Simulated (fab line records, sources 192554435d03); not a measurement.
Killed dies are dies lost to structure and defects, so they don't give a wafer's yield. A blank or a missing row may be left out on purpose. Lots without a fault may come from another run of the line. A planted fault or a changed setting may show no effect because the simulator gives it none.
Split-lot experiment | flow n5_finfet | 7 lots, 21 wafers read, on a route of 1938 steps

THE SPLIT
At N5_BEOL_M6_TRENCH_ETCH_37 (etches SiCOH lowk in C4F6/O2, target depth 94.435 nm, time 31.5 s), the setting bias_w was moved away from the recipe's 185 W on 9 of the 21 wafers read, by -13.0% to +17.6%. The other wafers ran this setting at the recipe's value.

FROM THE SPLIT TO THE READING: what the file shows between them, 17 steps
- N5_BEOL_M6_ETCH_41: etches SiCN in CH3F/O2, target depth 29.7 nm, time 52 s
- N5_BEOL_M6_STRIP_80: strips in N2/H2, time 10 s
- N5_BEOL_M6_OCD_MEAS_38
- N5_BEOL_M6_HM_STRIP_39: strips TiN in peroxide tin strip, target depth 25 nm, time 158 s
- N5_BEOL_M6_SRD_40: time 30 s
- N5_BEOL_M6_PRECLEAN_42: cleans in residue remover, time 60 s
- N5_BEOL_M6_SRD_43: time 30 s
- N5_BEOL_M6_CD_MEAS_35: target cd 40 nm, target cd y 28 nm
- N5_BEOL_M6_ALD_77: deposits TaN, target thk 2 nm, pulse time 2 s, purge time 3 s (also split here: ald_cycles)
- N5_BEOL_M6_SURFACE_TREAT_79
- N5_BEOL_M6_CVD_78: deposits Co from CCTBA/H2, target thk 2 nm, time 142.3 s
- N5_BEOL_M6_ECD_50: material Cu, target thk 300 nm
- N5_BEOL_M6_ANNEAL_51: time 90 s
- N5_BEOL_M6_CMP_52: polishes, stops on SiCOH lowk, t overpolish 6.9 s, target thk 80 nm
- N5_BEOL_M6_THK_MEAS_53: measures by xrf
- N5_BEOL_M6_PRE_CLEAN_55: time 15 s
- N5_BEOL_M6_DEP_56: deposits SiCN from 3MS/NH3, target thk 10 nm, time 17.5 s

THE READING
M6_RS, in ohm/sq, at N5_BEOL_M6_RS_MEAS_57 (measures by four-point-probe). Fault-free wafers of this fab line usually give 0.287 ohm/sq, standard deviation 0.0074 ohm/sq.

wafer  | tool, chamber at the split | bias_w as run, W | against the recipe | M6_RS, ohm/sq | against lot-mates on the recipe
L074.1 | rie_diel-04, 3             | 185              | recipe             | 0.289         | -
L074.5 | rie_diel-04, 0             | 185              | recipe             | 0.282         | -
L074.6 | rie_diel-04, 3             | 185              | recipe             | 0.285         | -
L076.1 | rie_diel-05, 0             | 217.5            | +17.6%             | 0.267         | -0.031
L076.5 | rie_diel-05, 3             | 185              | recipe             | 0.298         | -
L076.6 | rie_diel-05, 0             | 217.5            | +17.6%             | 0.269         | -0.029
L084.1 | rie_diel-05, 0             | 185              | recipe             | 0.285         | -
L084.3 | rie_diel-05, 1             | 185              | recipe             | 0.279         | -
L084.6 | rie_diel-05, 0             | 185              | recipe             | 0.286         | -
L085.1 | rie_diel-04, 2             | 163              | -11.9%             | 0.293         | +0.016
L085.5 | rie_diel-04, 1             | 185              | recipe             | 0.277         | -
L085.6 | rie_diel-04, 2             | 163              | -11.9%             | 0.298         | +0.021
L087.1 | rie_diel-05, 0             | 161              | -13.0%             | 0.299         | +0.017
L087.2 | rie_diel-05, 2             | 161              | -13.0%             | 0.300         | +0.018
L087.3 | rie_diel-05, 3             | 185              | recipe             | 0.282         | -
L089.4 | rie_diel-04, 2             | 185              | recipe             | 0.294         | -
L089.5 | rie_diel-04, 1             | 185              | recipe             | 0.294         | -
L089.6 | rie_diel-04, 2             | 185              | recipe             | 0.294         | -
L094.2 | rie_diel-04, 3             | 168.8            | -8.8%              | 0.300         | no lot-mate on the recipe
L094.5 | rie_diel-04, 1             | 168.8            | -8.8%              | 0.312         | no lot-mate on the recipe
L094.6 | rie_diel-04, 0             | 168.8            | -8.8%              | 0.310         | no lot-mate on the recipe

THE FIT
A straight line over all 21 wafers: M6_RS changes by -0.00115 ohm/sq for each +1% of bias_w; r = -0.81; the points scatter about the line by 0.0071 ohm/sq.
The same after taking each lot's own level away (the mean of its wafers on the recipe; 18 wafers): -0.00158 ohm/sq for each +1%; r = -0.99; scatter 0.0024 ohm/sq.
On that fit, the largest move of bias_w shifts the reading by 0.028 ohm/sq.
The lots' own levels span 0.2770 to 0.2980 ohm/sq, that is 2.8 times the standard deviation above.
So the lot-to-lot level changes the slope: the two fits differ.
Check: with one of the wafers moved furthest among these (+17.6%) left out of the fit, the line predicts -0.0271 ohm/sq for it against its lot-mates. It came out at -0.031 ohm/sq against them.
Tool readings at the split's step, against how far the setting was moved: rf_vpp_V r = +0.97.

OTHER SPLITS ON THESE WAFERS
These wafers also went through other splits before the reading. Each is held against what the fit with the lots' levels taken away leaves over:
other split on the same wafers | wafers away from the commonest value | r with M6_RS (lot level and that fit taken away)
N5_BEOL_M6_EXPOSE_08 dose_mj   | 5                                    | +0.17
N5_BEOL_M6_ALD_77 ald_cycles   | 8                                    | -0.33

THE WHOLE CHAIN: every reading that the file lists as answering this split, in the file's order
step                      | what it does                                                        | reading                                                                      | change (the file's fit)               | r (the file's)
N5_BEOL_M6_TRENCH_ETCH_37 | etches SiCOH lowk in C4F6/O2, target depth 94.435 nm, time 31.5 s   | rf_vpp_V                                                                     | +5.44 V for each +1% of the setting   | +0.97
N5_BEOL_M6_TRENCH_ETCH_37 | etches SiCOH lowk in C4F6/O2, target depth 94.435 nm, time 31.5 s   | etch.depth_nm (the simulator's own value, which no gauge read)               | +0.317 nm for each +1% of the setting | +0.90
N5_BEOL_M6_TRENCH_ETCH_37 | etches SiCOH lowk in C4F6/O2, target depth 94.435 nm, time 31.5 s   | BEOL_M6.feature_depth_nm (the simulator's own value, which no gauge read)    | +0.316 nm for each +1% of the setting | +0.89
N5_BEOL_M6_OCD_MEAS_38    |                                                                     | trench_depth_nm                                                              | +0.306 nm for each +1% of the setting | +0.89
N5_BEOL_M6_CMP_52         | polishes, stops on SiCOH lowk, t overpolish 6.9 s, target thk 80 nm | Cu_of_BEOL_M6_ECD_50.thk_nm (the simulator's own value, which no gauge read) | +0.379 nm for each +1% of the setting | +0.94
N5_BEOL_M6_THK_MEAS_53    | measures by xrf                                                     | M6_THK                                                                       | +0.401 for each +1% of the setting    | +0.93
N5_BEOL_M6_RS_MEAS_57     | measures by four-point-probe                                        | M6_RS                                                                        | -0.00157 for each +1% of the setting  | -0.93

THE FILE'S OWN FIT
M6_RS changes by -0.00157 ohm/sq for each +1% of bias_w, r = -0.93.
